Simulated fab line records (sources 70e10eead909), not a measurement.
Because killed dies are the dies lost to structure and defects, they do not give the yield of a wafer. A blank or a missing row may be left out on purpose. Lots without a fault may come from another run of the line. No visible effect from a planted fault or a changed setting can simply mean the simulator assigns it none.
A lot that was struck, set against a sound lot	flow nand-harc	20 steps out of a route of 1302
Sound: the wafers L892.1, L892.2, L892.6. The struck wafers were L887.1, L887.2, L887.4. The cause is named last.
At each step with rows: each side's tool, then ch and its chambers, then its first start. Under that, the readings that differ: sound wafers	struck wafers	difference of the means	sigmas: that difference in standard deviations of wafers without a fault.
alike: readings with means less than 2 such deviations apart, plus words and numbers identical on both sides. not compared: withheld readings, readings lacking a value on some wafer, bounds such as >300 that could conceal the same value, and numbers that have no deviation in the record and whose values overlap.
The two part at a step that has a row with sigmas, a row that says differs or no value, or rows on one side only. Numbers that don't overlap but have no deviation are shown without sigmas and don't part them. A reading missing from all wafers of one side parts the sides only when that side holds two or more wafers.

NHARC_P_ZERO_WELL_CD_MEAS_37 targets a cd of 720 nm.
  sound on cd-sem-01 ch 0, day 8 16:01; struck on cd-sem-03 ch 0, day 6 14:14
  alike: cd-nm
then, 1 step without rows for these wafers: NHARC_P_ZERO_WELL_HARDBAKE_38 (time 80 s).
NHARC_P_ZERO_WELL_DESCUM_39: chemistry O2, time 3 s.
  sound on rie-diel-11 ch 2,3, day 8 16:11; struck on rie-diel-01 ch 0,2,3, day 6 14:24
  alike: drypump-motor-current-A, oes-product-au, rf-vpp-V, showerhead-plenum-p-Torr, throttle-valve-pct
  not compared: rf-hours-counter-h
then, 9 steps without rows for these wafers: NHARC_P_ZERO_WELL_IMPLANT_40; NHARC_P_ZERO_WELL_IMPLANT_59; NHARC_P_ZERO_WELL_IMPLANT_60; NHARC_P_ZERO_WELL_STRIP_41 (strips in SPM, time 840 s); NHARC_P_ZERO_WELL_DEHYDRATE_44 (time 120 s); NHARC_P_ZERO_WELL_HMDS_45 (time 30 s); NHARC_P_ZERO_WELL_COAT_46; NHARC_P_ZERO_WELL_SOFTBAKE_47 (time 95 s); NHARC_P_ZERO_WELL_EBR_48.
NHARC_P_ZERO_WELL_EXPOSE_49: exposes mask P HVPW, target cd 2000 nm.
  sound on krf-scanner-02 ch 0, day 8 17:31; struck on krf-scanner-04 ch 0, day 6 15:43
reading	sound	struck	difference	sigmas
exposure-dose-mJ-cm2	22.629 22.612 22.645	21.262 21.227 21.241	-1.385	-63
  alike: mask
then, 2 steps without rows for these wafers: NHARC_P_ZERO_WELL_PEB_50 (peb time 85 s); NHARC_P_ZERO_WELL_DEVELOP_51 (time 70 s).
NHARC_P_ZERO_WELL_CD_MEAS_52 targets a cd of 2000 nm.
  sound on cd-sem-02 ch 0, day 8 17:40; struck on cd-sem-03 ch 0, day 6 15:53
reading	sound	struck	difference	sigmas
cd-nm (nm)	1996.8 1999.7 1998.5	1988.3 1991.7 1993.6	-7.1	-3
then, 1 step without rows for these wafers: NHARC_P_ZERO_WELL_HARDBAKE_53 (time 80 s).
NHARC_P_ZERO_WELL_DESCUM_54: chemistry O2, time 3 s.
  sound on rie-diel-06 ch 0,1, day 8 17:58; struck on rie-diel-01 ch 0,1,2, day 6 16:05
reading	sound	struck	difference	sigmas
model.P_ZERO_WELL.cd-nm (nm)	1998 2000 1999	1987 1991 1994	-8	
  alike: drypump-motor-current-A, oes-product-au, rf-vpp-V, showerhead-plenum-p-Torr, throttle-valve-pct
  not compared: rf-hours-counter-h
following that, these wafers have no rows for 1 step: NHARC_P_ZERO_WELL_IMPLANT_55.
-- the record jumps here: 22 days lie between the struck wafers' starts before and after (it left off in module P_ZERO_WELL and takes up again in module END, whose first step shown is number 1302 of the route) --
NHARC_END_SORT_01:
  here the record holds rows for the struck wafers (prober-01 ch 0, day 28 18:44) but none for the sound ones

WHERE THEY PART
First at NHARC_P_ZERO_WELL_EXPOSE_49; last, within this record, at NHARC_END_SORT_01.

WHY: the cause the simulator had injected
Drift in process parameters on krf-scanner-04 at NHARC_P_ZERO_WELL_EXPOSE_49, starting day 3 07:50. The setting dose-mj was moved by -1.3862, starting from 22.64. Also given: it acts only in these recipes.
